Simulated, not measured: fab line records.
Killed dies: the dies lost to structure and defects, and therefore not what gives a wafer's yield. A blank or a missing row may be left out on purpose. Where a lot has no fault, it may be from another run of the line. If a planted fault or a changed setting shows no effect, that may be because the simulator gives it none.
fab line records ; flow n5-finfet
record: lots: 24; wafers: 72; last-day: 17
route steps=1938 shown BEOL_M3@989
lots that met no fault: from a run of the same line without faults
start-h: the number of hours between the record's first day and the start of the first shown wafer of the lot ; wait-h: hours from the lot's prior step to this one ; " same as the row above ; L1.1+2: one row covering several wafers at once ; - no value, or no start given ; * or withheld: withheld ; < > ~ a bound
route shown NAME@n: names a module that has steps shown in the file, with the first one's number in the route ; usual: mean/standard deviation taken from wafers without a fault ; same: alike in all rows ; chamber/n: place in a boat ; sites: the reading at each site ; _std_site: how widely they spread, as a standard deviation ; _edge_site: inner sites' mean taken away from outer sites' mean ; radius-mm: for every site, how far away it sits from the centre of the wafer ; mask NAME#n: copy n ; behind: tool/chamber where the wafer was last shaped ; hold: reason for holding the lot/hours on hold/outcome of the hold ; device: which transistor (n, p or np) failed to switch ; end of line: the route-end tests of the same wafers ; where a step has no rows: the recipe by itself ; killed: the dies lost at the first sort to structure and to defects; this is not the yield of the wafer ; map: a wafer's dies, marking killed ones x, the rest . and places with no die _
set.NAME: the setting that was run; set.NAME@STEP: the one run at that earlier step ; model.NAME: the simulator's own value behind a step, which no gauge read
the route's steps for a sample of lots (tables are steps, rows are wafers)
services: a tool's chamber out of use, with start hour (start-h, from the record's first day; less than 0 if before it), hours out, and reason
== steps ==
step: N5_BEOL_M3_DEGAS_44
recipe: ambient: vacuum; temp-c: 250; time-s: 60
usual: heater-power-w: 323/30
lot.wafer;tool;chamber;start-h;wait-h;heater-power-w
L074.4;pvd-sputter-03;-;145.32;0.2;349
L074.5;pvd-sputter-03;-;145.32;0.2;303
L074.6;pvd-sputter-03;-;145.32;0.2;349
L075.2;pvd-sputter-03;-;158.13;0.1;339
L075.3;pvd-sputter-03;-;158.13;0.1;322
L075.4;pvd-sputter-03;-;158.13;0.1;300
L076.1;pvd-sputter-03;-;161.69;0.5;330
L076.3;pvd-sputter-03;-;161.69;0.5;342
L076.4;pvd-sputter-03;-;161.69;0.5;326
L077.2;pvd-sputter-01;-;163.86;0.0;341
L077.4;pvd-sputter-01;-;163.86;0.0;364
L077.5;pvd-sputter-01;-;163.86;0.0;348
L078.1;pvd-sputter-01;-;176.39;0.9;359
L078.2;pvd-sputter-01;-;176.39;0.9;345
L078.4;pvd-sputter-01;-;176.39;0.9;284
L079.2;pvd-sputter-02;-;178.93;0.3;338
L079.3;pvd-sputter-02;-;178.93;0.3;352
L079.5;pvd-sputter-02;-;178.93;0.3;334
L080.1;pvd-sputter-03;-;188.58;0.7;296
L080.5;pvd-sputter-03;-;188.58;0.7;356
L080.6;pvd-sputter-03;-;188.58;0.7;324
L081.2;pvd-sputter-03;-;189.10;0.1;301
L081.3;pvd-sputter-03;-;189.10;0.1;257
L081.5;pvd-sputter-03;-;189.10;0.1;348
L082.1;pvd-sputter-02;-;200.00;0.3;324
L082.4;pvd-sputter-02;-;200.00;0.3;357
L082.6;pvd-sputter-02;-;200.00;0.3;328
L083.1;pvd-sputter-03;-;206.50;0.6;304
L083.2;pvd-sputter-03;-;206.50;0.6;351
L083.5;pvd-sputter-03;-;206.50;0.6;255
L084.1;pvd-sputter-03;-;207.12;0.0;302
L084.2;pvd-sputter-03;-;207.12;0.0;257
L084.4;pvd-sputter-03;-;207.12;0.0;319
L085.2;pvd-sputter-03;-;214.69;0.4;297
L085.5;pvd-sputter-03;-;214.69;0.4;261
L085.6;pvd-sputter-03;-;214.69;0.4;297
L086.1;pvd-sputter-03;-;222.13;0.3;262
L086.3;pvd-sputter-03;-;222.13;0.3;354
L086.4;pvd-sputter-03;-;222.13;0.3;292
L087.3;pvd-sputter-03;-;236.12;2.4;325
L087.4;pvd-sputter-03;-;236.12;2.4;336
L087.6;pvd-sputter-03;-;236.12;2.4;350
L088.3;pvd-sputter-03;-;236.96;0.4;354
L088.5;pvd-sputter-03;-;236.96;0.4;258
L088.6;pvd-sputter-03;-;236.96;0.4;334
L089.4;pvd-sputter-03;-;243.12;0.6;261
L089.5;pvd-sputter-03;-;243.12;0.6;353
L089.6;pvd-sputter-03;-;243.12;0.6;301
L090.3;pvd-sputter-02;-;248.35;0.4;322
L090.5;pvd-sputter-02;-;248.35;0.4;317
L090.6;pvd-sputter-02;-;248.35;0.4;314
L091.1;pvd-sputter-02;-;255.16;0.6;325
L091.4;pvd-sputter-02;-;255.16;0.6;323
L091.5;pvd-sputter-02;-;255.16;0.6;334
L092.1;pvd-sputter-02;-;260.88;0.2;323
L092.3;pvd-sputter-02;-;260.88;0.2;327
L092.6;pvd-sputter-02;-;260.88;0.2;350
L093.2;pvd-sputter-01;-;265.65;0.2;274
L093.4;pvd-sputter-01;-;265.65;0.2;356
L093.6;pvd-sputter-01;-;265.65;0.2;341
L094.1;pvd-sputter-03;-;266.21;0.3;351
L094.2;pvd-sputter-03;-;266.21;0.3;266
L094.6;pvd-sputter-03;-;266.21;0.3;258
L095.1;pvd-sputter-01;-;273.49;0.5;350
L095.5;pvd-sputter-01;-;273.49;0.5;365
L095.6;pvd-sputter-01;-;273.49;0.5;340
L096.1;pvd-sputter-02;-;276.42;0.3;318
L096.2;pvd-sputter-02;-;276.42;0.3;322
L096.6;pvd-sputter-02;-;276.42;0.3;331
L097.1;pvd-sputter-02;-;302.10;0.1;321
L097.3;pvd-sputter-02;-;302.10;0.1;341
L097.5;pvd-sputter-02;-;302.10;0.1;350
step: N5_BEOL_M3_ALD_84
recipe: material: TaN; target-thk-a: *; temp-c: 275; ald-precursor-family: PDMAT; ald-co-reactant: NH3; pressure-torr: 3; carrier-flow-sccm: 1500; pulse-time-s: 2; purge-time-s: 3; co-reactant-purge-time-s: 2; co-reactant-pulse-time-s: 3; ald-cycles: 30; precursor-vessel-temp-c: 75; precursor-vessel-pressure-torr: 26.25; precursor-vessel-carrier-sccm: 1000
usual: heater-power-w: 431/39
lot.wafer;tool;chamber;start-h;wait-h;heater-power-w
L074.4;ald-metal-01;3;145.42;0.0;427
L074.5;ald-metal-01;0;145.42;0.0;409
L074.6;ald-metal-01;1;145.42;0.0;380
L075.2;ald-metal-02;3;158.23;0.0;419
L075.3;ald-metal-02;1;158.23;0.0;445
L075.4;ald-metal-02;2;158.23;0.0;439
L076.1;ald-metal-01;2;161.79;0.0;463
L076.3;ald-metal-01;0;161.79;0.0;407
L076.4;ald-metal-01;1;161.79;0.0;394
L077.2;ald-metal-02;2;163.96;0.0;447
L077.4;ald-metal-02;0;163.96;0.0;423
L077.5;ald-metal-02;1;163.96;0.0;445
L078.1;ald-metal-02;2;176.52;0.1;457
L078.2;ald-metal-02;1;176.52;0.1;456
L078.4;ald-metal-02;3;176.52;0.1;421
L079.2;ald-metal-01;0;179.04;0.1;405
L079.3;ald-metal-01;2;179.04;0.1;459
L079.5;ald-metal-01;1;179.04;0.1;379
L080.1;ald-metal-01;2;188.74;0.1;462
L080.5;ald-metal-01;0;188.74;0.1;408
L080.6;ald-metal-01;3;188.74;0.1;419
L081.2;ald-metal-02;2;189.20;0.0;453
L081.3;ald-metal-02;3;189.20;0.0;430
L081.5;ald-metal-02;2;189.20;0.0;460
L082.1;ald-metal-01;1;200.11;0.0;377
L082.4;ald-metal-01;2;200.11;0.0;462
L082.6;ald-metal-01;1;200.11;0.0;380
L083.1;ald-metal-02;0;206.61;0.0;432
L083.2;ald-metal-02;1;206.61;0.0;444
L083.5;ald-metal-02;2;206.61;0.0;453
L084.1;ald-metal-04;3;207.22;0.0;398
L084.2;ald-metal-04;0;207.22;0.0;494
L084.4;ald-metal-04;2;207.22;0.0;507
L085.2;ald-metal-04;2;214.79;0.0;512
L085.5;ald-metal-04;1;214.79;0.0;385
L085.6;ald-metal-04;2;214.79;0.0;509
L086.1;ald-metal-01;1;222.27;0.1;386
L086.3;ald-metal-01;2;222.27;0.1;456
L086.4;ald-metal-01;0;222.27;0.1;406
L087.3;ald-metal-02;1;236.22;0.0;445
L087.4;ald-metal-02;0;236.22;0.0;431
L087.6;ald-metal-02;1;236.22;0.0;455
L088.3;ald-metal-01;2;237.08;0.1;459
L088.5;ald-metal-01;2;237.08;0.1;448
L088.6;ald-metal-01;3;237.08;0.1;433
L089.4;ald-metal-04;3;243.44;0.3;403
L089.5;ald-metal-04;2;243.44;0.3;503
L089.6;ald-metal-04;1;243.44;0.3;379
L090.3;ald-metal-04;2;248.45;0.0;523
L090.5;ald-metal-04;1;248.45;0.0;385
L090.6;ald-metal-04;2;248.45;0.0;522
L091.1;ald-metal-01;2;255.26;0.0;455
L091.4;ald-metal-01;1;255.26;0.0;385
L091.5;ald-metal-01;0;255.26;0.0;395
L092.1;ald-metal-01;0;260.99;0.0;412
L092.3;ald-metal-01;1;260.99;0.0;387
L092.6;ald-metal-01;1;260.99;0.0;387
L093.2;ald-metal-04;2;265.75;0.0;499
L093.4;ald-metal-04;0;265.75;0.0;496
L093.6;ald-metal-04;2;265.75;0.0;523
L094.1;ald-metal-04;1;266.43;0.2;382
L094.2;ald-metal-04;0;266.43;0.2;489
L094.6;ald-metal-04;3;266.43;0.2;403
L095.1;ald-metal-01;0;273.59;0.0;401
L095.5;ald-metal-01;1;273.59;0.0;394
L095.6;ald-metal-01;0;273.59;0.0;424
L096.1;ald-metal-02;1;276.59;0.1;450
L096.2;ald-metal-02;3;276.59;0.1;423
L096.6;ald-metal-02;2;276.59;0.1;452
L097.1;ald-metal-04;0;302.20;0.0;501
L097.3;ald-metal-04;3;302.20;0.0;408
L097.5;ald-metal-04;1;302.20;0.0;379
step: N5_BEOL_M3_ANNEAL_49
recipe: temp-c: 400; time-s: 240; ambient: vacuum
usual: heater-power-w: 814/73
lot.wafer;tool;chamber;start-h;wait-h;heater-power-w
L074.4;pvd-sputter-01;-;146.11;0.0;702
L074.5;pvd-sputter-01;-;146.11;0.0;905
L074.6;pvd-sputter-01;-;146.11;0.0;870
L075.2;pvd-sputter-01;-;158.82;0.0;854
L075.3;pvd-sputter-01;-;158.82;0.0;703
L075.4;pvd-sputter-01;-;158.82;0.0;857
L076.1;pvd-sputter-03;-;162.59;0.0;803
L076.3;pvd-sputter-03;-;162.59;0.0;760
L076.4;pvd-sputter-03;-;162.59;0.0;872
L077.2;pvd-sputter-03;-;164.51;0.0;866
L077.4;pvd-sputter-03;-;164.51;0.0;861
L077.5;pvd-sputter-03;-;164.51;0.0;752
L078.1;pvd-sputter-02;-;177.07;0.0;803
L078.2;pvd-sputter-02;-;177.07;0.0;822
L078.4;pvd-sputter-02;-;177.07;0.0;891
L079.2;pvd-sputter-02;-;179.57;0.0;825
L079.3;pvd-sputter-02;-;179.57;0.0;797
L079.5;pvd-sputter-02;-;179.57;0.0;823
L080.1;pvd-sputter-02;-;189.48;0.0;829
L080.5;pvd-sputter-02;-;189.48;0.0;890
L080.6;pvd-sputter-02;-;189.48;0.0;828
L081.2;pvd-sputter-01;-;189.86;0.0;895
L081.3;pvd-sputter-01;-;189.86;0.0;892
L081.5;pvd-sputter-01;-;189.86;0.0;889
L082.1;pvd-sputter-01;-;202.49;0.0;870
L082.4;pvd-sputter-01;-;202.49;0.0;887
L082.6;pvd-sputter-01;-;202.49;0.0;872
L083.1;pvd-sputter-01;-;207.16;0.0;844
L083.2;pvd-sputter-01;-;207.16;0.0;862
L083.5;pvd-sputter-01;-;207.16;0.0;892
L084.1;pvd-sputter-01;-;209.08;0.0;866
L084.2;pvd-sputter-01;-;209.08;0.0;703
L084.4;pvd-sputter-01;-;209.08;0.0;879
L085.2;pvd-sputter-03;-;215.49;0.0;799
L085.5;pvd-sputter-03;-;215.49;0.0;749
L085.6;pvd-sputter-03;-;215.49;0.0;891
L086.1;pvd-sputter-01;-;223.03;0.0;873
L086.3;pvd-sputter-01;-;223.03;0.0;851
L086.4;pvd-sputter-01;-;223.03;0.0;921
L087.3;pvd-sputter-01;-;236.84;0.0;910
L087.4;pvd-sputter-01;-;236.84;0.0;849
L087.6;pvd-sputter-01;-;236.84;0.0;885
L088.3;pvd-sputter-03;-;238.02;0.0;869
L088.5;pvd-sputter-03;-;238.02;0.0;761
L088.6;pvd-sputter-03;-;238.02;0.0;891
L089.4;pvd-sputter-03;-;244.04;0.0;741
L089.5;pvd-sputter-03;-;244.04;0.0;755
L089.6;pvd-sputter-03;-;244.04;0.0;875
L090.3;pvd-sputter-03;-;249.04;0.0;806
L090.5;pvd-sputter-03;-;249.04;0.0;882
L090.6;pvd-sputter-03;-;249.04;0.0;765
L091.1;pvd-sputter-03;-;256.08;0.0;817
L091.4;pvd-sputter-03;-;256.08;0.0;644
L091.5;pvd-sputter-03;-;256.08;0.0;803
L092.1;pvd-sputter-01;-;261.57;0.0;875
L092.3;pvd-sputter-01;-;261.57;0.0;848
L092.6;pvd-sputter-01;-;261.57;0.0;855
L093.2;pvd-sputter-03;-;266.46;0.0;876
L093.4;pvd-sputter-03;-;266.46;0.0;755
L093.6;pvd-sputter-03;-;266.46;0.0;807
L094.1;pvd-sputter-03;-;268.52;0.0;789
L094.2;pvd-sputter-03;-;268.52;0.0;850
L094.6;pvd-sputter-03;-;268.52;0.0;747
L095.1;pvd-sputter-02;-;274.14;0.0;883
L095.5;pvd-sputter-02;-;274.14;0.0;804
L095.6;pvd-sputter-02;-;274.14;0.0;845
L096.1;pvd-sputter-03;-;277.39;0.0;749
L096.2;pvd-sputter-03;-;277.39;0.0;648
L096.6;pvd-sputter-03;-;277.39;0.0;795
L097.1;pvd-sputter-02;-;302.81;0.0;811
L097.3;pvd-sputter-02;-;302.81;0.0;880
L097.5;pvd-sputter-02;-;302.81;0.0;839
step: N5_BEOL_M3_SPUTTER_94
recipe: material: Cu; target-thk-a: 45; temp-c: -20; chamber-pressure-pa: 0.07; power-w: withheld; time-s: 8.29
usual: chuck-sensor-temp-C: -15.9/0.32; throttle-valve-pct: 29.7/1.3
lot.wafer;tool;chamber;start-h;wait-h;chuck-sensor-temp-C;throttle-valve-pct
L074.4;pvd-sputter-01;-;147.57;0.1;-16.0;29.2
L074.5;pvd-sputter-01;-;147.57;0.1;-15.8;30.4
L074.6;pvd-sputter-01;-;147.57;0.1;-15.8;28.2
L075.2;pvd-sputter-01;-;160.28;0.1;-16.6;27.5
L075.3;pvd-sputter-01;-;160.28;0.1;-15.9;29.1
L075.4;pvd-sputter-01;-;160.28;0.1;-15.8;28.1
L076.1;pvd-sputter-03;-;164.05;0.1;-16.4;29.2
L076.3;pvd-sputter-03;-;164.05;0.1;-15.5;31.1
L076.4;pvd-sputter-03;-;164.05;0.1;-15.5;31.7
L077.2;pvd-sputter-03;-;165.97;0.1;-15.8;31.8
L077.4;pvd-sputter-03;-;165.97;0.1;-15.6;31.6
L077.5;pvd-sputter-03;-;165.97;0.1;-15.6;31.0
L078.1;pvd-sputter-02;-;178.53;0.1;-15.7;29.3
L078.2;pvd-sputter-02;-;178.53;0.1;-16.2;30.0
L078.4;pvd-sputter-02;-;178.53;0.1;-15.9;28.9
L079.2;pvd-sputter-02;-;181.03;0.1;-16.0;30.0
L079.3;pvd-sputter-02;-;181.03;0.1;-15.7;29.8
L079.5;pvd-sputter-02;-;181.03;0.1;-15.7;29.8
L080.1;pvd-sputter-02;-;190.94;0.1;-16.2;30.0
L080.5;pvd-sputter-02;-;190.94;0.1;-16.0;28.9
L080.6;pvd-sputter-02;-;190.94;0.1;-16.0;30.1
L081.2;pvd-sputter-01;-;191.32;0.1;-16.3;27.5
L081.3;pvd-sputter-01;-;191.32;0.1;-15.8;30.1
L081.5;pvd-sputter-01;-;191.32;0.1;-15.6;30.5
L082.1;pvd-sputter-01;-;203.95;0.1;-16.6;27.2
L082.4;pvd-sputter-01;-;203.95;0.1;-15.7;30.1
L082.6;pvd-sputter-01;-;203.95;0.1;-15.8;28.2
L083.1;pvd-sputter-01;-;208.62;0.1;-15.9;27.9
L083.2;pvd-sputter-01;-;208.62;0.1;-16.6;27.4
L083.5;pvd-sputter-01;-;208.62;0.1;-15.7;30.2
L084.1;pvd-sputter-01;-;210.54;0.1;-16.4;27.5
L084.2;pvd-sputter-01;-;210.54;0.1;-15.8;29.5
L084.4;pvd-sputter-01;-;210.54;0.1;-15.6;28.2
L085.2;pvd-sputter-03;-;216.95;0.1;-16.4;29.3
L085.5;pvd-sputter-03;-;216.95;0.1;-15.4;31.0
L085.6;pvd-sputter-03;-;216.95;0.1;-15.8;31.8
L086.1;pvd-sputter-01;-;224.49;0.1;-16.4;27.6
L086.3;pvd-sputter-01;-;224.49;0.1;-16.0;28.1
L086.4;pvd-sputter-01;-;224.49;0.1;-15.9;30.2
L087.3;pvd-sputter-01;-;238.30;0.1;-15.8;30.3
L087.4;pvd-sputter-01;-;238.30;0.1;-15.7;28.3
L087.6;pvd-sputter-01;-;238.30;0.1;-15.8;30.2
L088.3;pvd-sputter-03;-;239.48;0.1;-15.6;31.8
L088.5;pvd-sputter-03;-;239.48;0.1;-15.6;31.4
L088.6;pvd-sputter-03;-;239.48;0.1;-15.7;31.7
L089.4;pvd-sputter-03;-;245.50;0.1;-15.6;31.4
L089.5;pvd-sputter-03;-;245.50;0.1;-15.7;31.2
L089.6;pvd-sputter-03;-;245.50;0.1;-15.6;31.3
L090.3;pvd-sputter-03;-;250.50;0.1;-16.3;29.1
L090.5;pvd-sputter-03;-;250.50;0.1;-15.6;32.3
L090.6;pvd-sputter-03;-;250.50;0.1;-15.4;30.8
L091.1;pvd-sputter-03;-;257.54;0.1;-16.4;29.0
L091.4;pvd-sputter-03;-;257.54;0.1;-15.7;29.4
L091.5;pvd-sputter-03;-;257.54;0.1;-16.6;29.1
L092.1;pvd-sputter-01;-;263.03;0.1;-16.5;27.2
L092.3;pvd-sputter-01;-;263.03;0.1;-15.9;28.2
L092.6;pvd-sputter-01;-;263.03;0.1;-16.5;27.6
L093.2;pvd-sputter-03;-;267.92;0.1;-15.7;31.9
L093.4;pvd-sputter-03;-;267.92;0.1;-15.3;31.1
L093.6;pvd-sputter-03;-;267.92;0.1;-16.6;29.2
L094.1;pvd-sputter-03;-;269.98;0.1;-16.3;29.3
L094.2;pvd-sputter-03;-;269.98;0.1;-15.7;31.9
L094.6;pvd-sputter-03;-;269.98;0.1;-15.6;31.2
L095.1;pvd-sputter-02;-;275.60;0.1;-15.8;28.6
L095.5;pvd-sputter-02;-;275.60;0.1;-15.8;29.3
L095.6;pvd-sputter-02;-;275.60;0.1;-16.2;29.9
L096.1;pvd-sputter-03;-;278.85;0.1;-15.4;31.1
L096.2;pvd-sputter-03;-;278.85;0.1;-15.8;29.4
L096.6;pvd-sputter-03;-;278.85;0.1;-16.3;29.3
L097.1;pvd-sputter-02;-;304.27;0.1;-15.7;29.2
L097.3;pvd-sputter-02;-;304.27;0.1;-16.0;28.6
L097.5;pvd-sputter-02;-;304.27;0.1;-16.2;30.0
step: N5_BEOL_M3_THK_MEAS_53
recipe: thk-meas-gauge: xrf; reads: Cu_of_BEOL_M3_ECD_50
usual: M3_THK: 38.3/1.6
lot.wafer;tool;chamber;start-h;wait-h;M3_THK[nm]
L074.4;film-metro-02;-;148.74;-;40.2
L074.5;film-metro-02;-;148.74;-;41.5
L074.6;film-metro-02;-;148.74;-;39.8
L075.2;film-metro-01;-;161.30;-;34.8
L075.3;film-metro-01;-;161.30;-;36.7
L075.4;film-metro-01;-;161.30;-;36.9
L076.1;film-metro-02;-;165.24;-;37.7
L076.3;film-metro-02;-;165.24;-;36.5
L076.4;film-metro-02;-;165.24;-;37.5
L077.2;film-metro-01;-;166.98;-;37.7
L077.4;film-metro-01;-;166.98;-;40.2
L077.5;film-metro-01;-;166.98;-;40.5
L078.1;film-metro-02;-;179.91;-;36.6
L078.2;film-metro-02;-;179.91;-;37.1
L078.4;film-metro-02;-;179.91;-;38.3
L079.2;film-metro-02;-;182.04;-;38.0
L079.3;film-metro-02;-;182.04;-;37.8
L079.5;film-metro-02;-;182.04;-;39.8
L080.1;film-metro-01;-;191.95;-;36.4
L080.5;film-metro-01;-;191.95;-;37.0
L080.6;film-metro-01;-;191.95;-;38.1
L081.2;film-metro-02;-;192.33;-;38.2
L081.3;film-metro-02;-;192.33;-;37.9
L081.5;film-metro-02;-;192.33;-;38.7
L082.1;film-metro-01;-;204.96;-;37.6
L082.4;film-metro-01;-;204.96;-;41.5
L082.6;film-metro-01;-;204.96;-;39.1
L083.1;film-metro-02;-;209.63;-;36.6
L083.2;film-metro-02;-;209.63;-;37.7
L083.5;film-metro-02;-;209.63;-;39.2
L084.1;film-metro-01;-;211.55;-;39.6
L084.2;film-metro-01;-;211.55;-;38.5
L084.4;film-metro-01;-;211.55;-;40.5
L085.2;film-metro-02;-;217.96;-;36.7
L085.5;film-metro-02;-;217.96;-;34.8
L085.6;film-metro-02;-;217.96;-;39.0
L086.1;film-metro-02;-;225.50;-;37.1
L086.3;film-metro-02;-;225.50;-;34.2
L086.4;film-metro-02;-;225.50;-;36.8
L087.3;film-metro-02;-;239.49;-;36.2
L087.4;film-metro-02;-;239.49;-;39.8
L087.6;film-metro-02;-;239.49;-;36.7
L088.3;film-metro-01;-;240.66;-;35.2
L088.5;film-metro-01;-;240.66;-;36.2
L088.6;film-metro-01;-;240.66;-;38.1
L089.4;film-metro-01;-;246.71;-;35.6
L089.5;film-metro-01;-;246.71;-;38.9
L089.6;film-metro-01;-;246.71;-;39.6
L090.3;film-metro-02;-;251.51;-;38.6
L090.5;film-metro-02;-;251.51;-;37.5
L090.6;film-metro-02;-;251.51;-;37.7
L091.1;film-metro-02;-;258.54;-;40.5
L091.4;film-metro-02;-;258.54;-;40.2
L091.5;film-metro-02;-;258.54;-;39.6
L092.1;film-metro-01;-;264.04;-;38.0
L092.3;film-metro-01;-;264.04;-;36.9
L092.6;film-metro-01;-;264.04;-;39.5
L093.2;film-metro-01;-;268.93;-;39.7
L093.4;film-metro-01;-;268.93;-;41.2
L093.6;film-metro-01;-;268.93;-;39.1
L094.1;film-metro-02;-;271.69;-;41.8
L094.2;film-metro-02;-;271.69;-;38.4
L094.6;film-metro-02;-;271.69;-;41.9
L095.1;film-metro-02;-;276.63;-;39.0
L095.5;film-metro-02;-;276.63;-;39.8
L095.6;film-metro-02;-;276.63;-;40.7
L096.1;film-metro-01;-;279.86;-;37.8
L096.2;film-metro-01;-;279.86;-;35.8
L096.6;film-metro-01;-;279.86;-;40.4
L097.1;film-metro-02;-;305.30;-;38.8
L097.3;film-metro-02;-;305.30;-;38.6
L097.5;film-metro-02;-;305.30;-;38.7
step: N5_BEOL_M3_CO_CAP_55
recipe: material: Co; target-thk-a: 20; temp-c: 200; precursor: CCTBA/H2; pressure-torr: 30; time-s: 102.1
usual: heater-power-w: 235/22
lot.wafer;tool;chamber;start-h;wait-h;heater-power-w
L074.4;cvd-co-01;1;148.85;0.0;268
L074.5;cvd-co-01;0;148.85;0.0;237
L074.6;cvd-co-01;2;148.85;0.0;240
L075.2;cvd-co-02;0;161.38;0.0;244
L075.3;cvd-co-02;2;161.38;0.0;233
L075.4;cvd-co-02;1;161.38;0.0;195
L076.1;cvd-co-02;2;165.32;0.0;232
L076.3;cvd-co-02;1;165.32;0.0;196
L076.4;cvd-co-02;1;165.32;0.0;194
L077.2;cvd-co-02;2;167.06;0.0;229
L077.4;cvd-co-02;2;167.06;0.0;232
L077.5;cvd-co-02;0;167.06;0.0;244
L078.1;cvd-co-02;1;179.99;0.0;191
L078.2;cvd-co-02;2;179.99;0.0;231
L078.4;cvd-co-02;1;179.99;0.0;197
L079.2;cvd-co-02;2;182.11;0.0;235
L079.3;cvd-co-02;0;182.11;0.0;238
L079.5;cvd-co-02;0;182.11;0.0;241
L080.1;cvd-co-02;0;192.02;0.0;244
L080.5;cvd-co-02;1;192.02;0.0;195
L080.6;cvd-co-02;2;192.02;0.0;227
L081.2;cvd-co-01;1;192.41;0.0;265
L081.3;cvd-co-01;2;192.41;0.0;247
L081.5;cvd-co-01;2;192.41;0.0;239
L082.1;cvd-co-01;1;205.04;0.0;273
L082.4;cvd-co-01;2;205.04;0.0;246
L082.6;cvd-co-01;1;205.04;0.0;266
L083.1;cvd-co-01;2;209.70;0.0;241
L083.2;cvd-co-01;0;209.70;0.0;234
L083.5;cvd-co-01;0;209.70;0.0;236
L084.1;cvd-co-01;2;211.62;0.0;236
L084.2;cvd-co-01;1;211.62;0.0;266
L084.4;cvd-co-01;0;211.62;0.0;237
L085.2;cvd-co-02;1;218.14;0.0;193
L085.5;cvd-co-02;0;218.14;0.0;240
L085.6;cvd-co-02;1;218.14;0.0;197
L086.1;cvd-co-02;0;225.58;0.0;243
L086.3;cvd-co-02;1;225.58;0.0;198
L086.4;cvd-co-02;0;225.58;0.0;236
L087.3;cvd-co-02;2;239.56;0.0;228
L087.4;cvd-co-02;1;239.56;0.0;193
L087.6;cvd-co-02;2;239.56;0.0;232
L088.3;cvd-co-01;1;240.73;0.0;272
L088.5;cvd-co-01;1;240.73;0.0;275
L088.6;cvd-co-01;2;240.73;0.0;245
L089.4;cvd-co-02;1;246.82;0.0;195
L089.5;cvd-co-02;2;246.82;0.0;233
L089.6;cvd-co-02;0;246.82;0.0;240
L090.3;cvd-co-02;1;251.59;0.0;197
L090.5;cvd-co-02;0;251.59;0.0;247
L090.6;cvd-co-02;2;251.59;0.0;233
L091.1;cvd-co-02;0;258.62;0.0;241
L091.4;cvd-co-02;1;258.62;0.0;193
L091.5;cvd-co-02;2;258.62;0.0;234
L092.1;cvd-co-01;2;264.12;0.0;242
L092.3;cvd-co-01;0;264.12;0.0;234
L092.6;cvd-co-01;1;264.12;0.0;275
L093.2;cvd-co-01;2;269.00;0.0;243
L093.4;cvd-co-01;2;269.00;0.0;243
L093.6;cvd-co-01;1;269.00;0.0;263
L094.1;cvd-co-01;1;271.77;0.0;266
L094.2;cvd-co-01;0;271.77;0.0;232
L094.6;cvd-co-01;2;271.77;0.0;240
L095.1;cvd-co-02;0;276.70;0.0;244
L095.5;cvd-co-02;2;276.70;0.0;235
L095.6;cvd-co-02;0;276.70;0.0;241
L096.1;cvd-co-01;2;279.93;0.0;251
L096.2;cvd-co-01;1;279.93;0.0;269
L096.6;cvd-co-01;0;279.93;0.0;236
L097.1;cvd-co-01;2;305.37;0.0;247
L097.3;cvd-co-01;1;305.37;0.0;271
L097.5;cvd-co-01;0;305.37;0.0;234
== services ==
tool;chamber;start-h;hours;kind
ald-metal-02;-;128.96;2.8;pm
cvd-co-01;-;133.27;2.8;pm
ald-metal-04;-;151.26;1.4;repair
ald-metal-04;-;155.08;0.4;repair
ald-metal-04;0;161.23;1.7;repair
ald-metal-04;-;186.50;2.2;repair
ald-metal-04;0;209.91;37.6;repair
ald-metal-02;-;268.64;1.9;repair
ald-metal-04;-;285.36;1.2;repair
ald-metal-04;2;290.58;8.0;repair
ald-metal-02;1;290.69;7.6;repair
== key ==
fault none
